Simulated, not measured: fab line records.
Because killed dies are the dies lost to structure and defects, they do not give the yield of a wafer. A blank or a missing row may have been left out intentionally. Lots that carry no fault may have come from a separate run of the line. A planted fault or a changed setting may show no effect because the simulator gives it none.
Matching of chambers || flow n5_finfet || N5_BEOL_M5_PECVD_70 on pecvd-04 has 3 sister chambers
The step deposits SiO2 from TEOS/O2, target thk 16 nm, time 18 s. 3 wafers are shown with their chamber, then 8 later ones without.

== WAFERS WITH THEIR CHAMBER ==
{"wafer": "L087.5", "chamber": 1, "showerhead_plenum_p_Torr (Torr)": 8.79}
{"wafer": "L087.6", "chamber": 2, "showerhead_plenum_p_Torr (Torr)": 8.57}
{"wafer": "L088.1", "chamber": 0, "showerhead_plenum_p_Torr (Torr)": 8.84}

== WAFERS WITH NO CHAMBER GIVEN ==
{"wafer": "L088.4", "showerhead_plenum_p_Torr (Torr)": 8.82}
{"wafer": "L088.5", "showerhead_plenum_p_Torr (Torr)": 8.78}
{"wafer": "L094.1", "showerhead_plenum_p_Torr (Torr)": 8.83}
{"wafer": "L094.2", "showerhead_plenum_p_Torr (Torr)": 8.79}
{"wafer": "L094.6", "showerhead_plenum_p_Torr (Torr)": 8.83}
{"wafer": "L096.1", "showerhead_plenum_p_Torr (Torr)": 8.80}
{"wafer": "L096.4", "showerhead_plenum_p_Torr (Torr)": 8.58}
{"wafer": "L096.6", "showerhead_plenum_p_Torr (Torr)": 8.79}

== EACH ONE'S CHAMBER ==
{"wafer": "L088.4", "from the rows above": "can't be placed: 0 or 1", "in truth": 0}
{"wafer": "L088.5", "from the rows above": 1, "in truth": 1}
{"wafer": "L094.1", "from the rows above": 0, "in truth": 0}
{"wafer": "L094.2", "from the rows above": 1, "in truth": 1}
{"wafer": "L094.6", "from the rows above": 0, "in truth": 0}
{"wafer": "L096.1", "from the rows above": 1, "in truth": 1}
{"wafer": "L096.4", "from the rows above": 2, "in truth": 2}
{"wafer": "L096.6", "from the rows above": 1, "in truth": 1}
Placed correctly: 7 of 8. Unplaceable from these rows: 1, with the true chamber sitting among the candidates in 1. Wrongly placed: 0.
How it was worked out, from the rows above alone: a wafer's distance from a chamber is the root of the sum, over the readings, of the square of ((its reading less the chamber's mean) divided by the reading's scatter). The wafer belongs to the nearest chamber; if the next one is less than 2 further off, it can't be placed. For every chamber, the mean is computed from those of its wafers that are shown. The scatter: with one shown wafer a chamber, the root of the mean of the squares of how far each hidden wafer lies from its nearest shown one.
